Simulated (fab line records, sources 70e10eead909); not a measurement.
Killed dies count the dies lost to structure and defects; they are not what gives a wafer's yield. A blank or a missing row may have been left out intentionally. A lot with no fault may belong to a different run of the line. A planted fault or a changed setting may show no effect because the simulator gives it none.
Chamber matching	flow nand_harc	NHARC_A_CONTACT_DEP_58 on pecvd-02 has 3 sister chambers
The step deposits SiON, target thk 90 nm. 3 wafers are shown with their chamber, then 11 later ones without.

== WAFERS, EACH WITH ITS CHAMBER ==
wafer	chamber	heater_power_w (W)
L087.2	1	536
L087.6	2	532
L090.1	0	618

== WAFERS MISSING THEIR CHAMBER ==
wafer	heater_power_w (W)
L090.2	577
L090.3	547
L092.2	596
L092.4	566
L092.5	532
L093.1	551
L093.2	533
L093.4	685
L094.1	567
L094.2	667
L094.4	558

== THE CHAMBER EACH PASSED THROUGH ==
wafer	from the rows above	in truth
L090.2	can't be placed: 0 or 1 or 2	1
L090.3	can't be placed: 1 or 2 or 0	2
L092.2	can't be placed: 0 or 1 or 2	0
L092.4	can't be placed: 1 or 2 or 0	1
L092.5	can't be placed: 2 or 1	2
L093.1	can't be placed: 1 or 2 or 0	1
L093.2	can't be placed: 2 or 1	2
L093.4	0	0
L094.1	can't be placed: 1 or 2 or 0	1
L094.2	0	0
L094.4	can't be placed: 1 or 2 or 0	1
2 of 11 placed correctly. Can't be placed from these rows: 9 (the true chamber is among the candidates in 9). Placed wrongly: 0.
How it was worked out, from the rows above alone: a wafer's distance from a chamber is the root of the sum, over the readings, of the square of ((its reading less the chamber's mean) divided by the reading's scatter). If the next closest chamber is less than 2 further off than the closest, the wafer can't be placed; otherwise it belongs to the closest. For every chamber, the mean is computed from those of its wafers that are shown. The scatter (one wafer shown for each chamber): square how far every hidden wafer sits from the nearest shown wafer, average those squares and take the square root.
